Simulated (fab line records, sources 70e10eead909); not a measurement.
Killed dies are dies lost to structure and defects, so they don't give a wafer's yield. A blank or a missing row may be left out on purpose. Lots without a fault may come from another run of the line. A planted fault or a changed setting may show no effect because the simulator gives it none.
Chamber matching | flow nand_harc | NHARC_A_SGD_CUT_CMP_21 on cmp-02: 4 sister chambers
The step polishes, target thk 148.19 nm. 4 wafers are shown with their chamber, then 8 later ones without.

WAFERS WITH THEIR CHAMBER
wafer  | chamber | motor_current_A (A)
L084.2 | 2       | 13.0
L085.1 | 3       | 11.0
L085.3 | 1       | 11.1
L090.2 | 0       | 10.8

WAFERS WITHOUT THEIR CHAMBER
wafer  | motor_current_A (A)
L090.4 | 14.3
L090.5 | 11.3
L094.1 | 10.7
L094.2 | 13.7
L094.5 | 10.0
L097.2 | 11.5
L097.4 | 10.9
L097.6 | 11.5

WHICH CHAMBER EACH WENT THROUGH
wafer  | from the rows above               | in truth
L090.4 | 2                                 | 2
L090.5 | can't be placed: 1 or 3 or 0      | 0
L094.1 | can't be placed: 0 or 3 or 1      | 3
L094.2 | 2                                 | 2
L094.5 | can't be placed: 0 or 3 or 1      | 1
L097.2 | can't be placed: 1 or 3 or 0 or 2 | 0
L097.4 | can't be placed: 0 or 3 or 1      | 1
L097.6 | can't be placed: 1 or 3 or 0 or 2 | 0
Placed correctly: 2 of 8. Can't be placed from these rows: 6 (the true chamber is among the candidates in 6). Placed wrongly: 0.
How it was worked out, from the rows above alone: a wafer's distance from a chamber is the root of the sum, over the readings, of the square of ((its reading less the chamber's mean) divided by the reading's scatter). The wafer belongs to the nearest chamber; if the next one is less than 2 further off, it can't be placed. A chamber's mean is the mean of its shown wafers. The scatter: with one shown wafer a chamber, the root of the mean of the squares of how far each hidden wafer lies from its nearest shown one.
